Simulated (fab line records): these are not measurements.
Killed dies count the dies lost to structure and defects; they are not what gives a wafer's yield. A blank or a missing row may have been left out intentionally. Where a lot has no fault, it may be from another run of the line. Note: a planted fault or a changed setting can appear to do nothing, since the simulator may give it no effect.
A single fault, viewed from 2 desks	flow n5-finfet	only its own numbers are on each desk; what lay behind them is given at the end

== FROM THE METROLOGY DESK ==
What the gauges read, lot by lot, whatever tool the lot ran on: means of the sampled wafers that have a number. If a lot's mean is further than 4 standard deviations from the usual mean, the lot is out of limits and carries the mark OUT (the distance appears in the brackets). Readings shown: 7 out of 27 (the first out of limits, and those lying furthest out on some lot).
Columns: A = trench-depth-nm at N5_BEOL_M6_OCD_MEAS_38, usual 94.3 nm; B = M6_THK at N5_BEOL_M6_THK_MEAS_53, usual 80.1 nm; C = M6_RS at N5_BEOL_M6_RS_MEAS_57, usual 0.285 ohm/sq; D = COMB_M12 at N5_BEOL_M15_RC_MEAS_101, usual 7e-12 S/m; E = COMB_M13 at N5_BEOL_M15_RC_MEAS_101, usual 5.8e-12 S/m; F = SERP_M6 at N5_BEOL_M15_RC_MEAS_101, usual 14.1 ohm/um; G = SERP_M6_max_site at N5_BEOL_M15_RC_MEAS_101, usual 14.7 ohm/um
lot	first seen here	A	B	C	D	E	F	G
L739	day 9 04:19	94.0	80.1	0.284	7e-12	5.0e-12	13.6	14.2
L742	day 9 23:04	94.0	77.8	0.295	6e-12	4.7e-12	15.0	15.9
L746	day 10 14:02	93.0	79.1	0.286	5e-12	5.2e-12	14.6	15.0
L754	day 12 19:59	109.2 (+6.5) OUT	92.2 (+4.3) OUT	0.247	7e-12	4.3e-12	11.4	12.2
L757	day 13 22:51	96.0	83.2	0.276	9e-12	5.6e-12	13.2	13.6
L759	day 14 17:50	94.8	80.6	0.283	7e-12	7.8e-12	14.3	14.7
L761	day 15 05:01	92.9	79.2	0.286	6e-12	6.3e-12	14.3	15.1
This desk finds L754 out of limits, L754 being first, at day 12 21:04 (trench-depth-nm at N5_BEOL_M6_OCD_MEAS_38). In limits: L739, L742, L746, L757, L759, L761.

== AT THE TOOL OWNER'S DESK: rie-diel-01 ==
The tool's own readings at N5_BEOL_M6_TRENCH_ETCH_37 (etches SiCOH lowk in C4F6/O2, target depth 94.435 nm, time 31.5 s): means of the sampled wafers that have a number, for each lot that ran on this tool. If a lot's mean is further than 4 standard deviations from the usual mean, the lot is out of limits and carries the mark OUT (the distance appears in the brackets).
Columns: A = C4F6_flow_sccm at N5_BEOL_M6_TRENCH_ETCH_37, usual 10.001 sccm; B = drypump-motor-current-A at N5_BEOL_M6_TRENCH_ETCH_37, usual 5.6 A; C = oes-product-au at N5_BEOL_M6_TRENCH_ETCH_37, usual 0.77 a.u.; D = rf-vpp-V at N5_BEOL_M6_TRENCH_ETCH_37, usual 665 V; E = run-length-s at N5_BEOL_M6_TRENCH_ETCH_37, usual 54.6 s; F = showerhead-plenum-p-Torr at N5_BEOL_M6_TRENCH_ETCH_37, usual 2.84 Torr; G = throttle-valve-pct at N5_BEOL_M6_TRENCH_ETCH_37, usual 20.92 %
lot	first seen here	A	B	C	D	E	F	G
L739	day 9 05:11	10.018	5.9	0.78	653	54.6	2.77	20.76
L746	day 10 14:28	10.016	5.8	0.78	682	54.1	2.77	20.81
L754	day 12 20:55	9.985	5.5	0.74	670	60.1 (+12) OUT	2.78	20.91
This desk finds L754 out of limits, L754 being first, at day 12 20:55 (run-length-s at N5_BEOL_M6_TRENCH_ETCH_37). In limits: L739, L746.

== PUT TOGETHER ==
The tool owner's desk had the chance to raise an alarm at day 12 20:55 on L754.
The metrology desk could have raised an alarm at day 12 21:04, on L754.
All the named lots went through N5_BEOL_M6_TRENCH_ETCH_37 on rie-diel-01.

== WHAT THE SIMULATOR PUT IN ==
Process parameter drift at N5_BEOL_M6_TRENCH_ETCH_37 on rie-diel-01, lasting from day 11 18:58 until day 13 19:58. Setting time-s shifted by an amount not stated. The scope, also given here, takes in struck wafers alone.
Shown lots that were struck: L754.
Delay (hours) between the fault's onset and each desk's first out-of-limits reading: 26 at the tool owner's desk, 26 at the metrology desk.
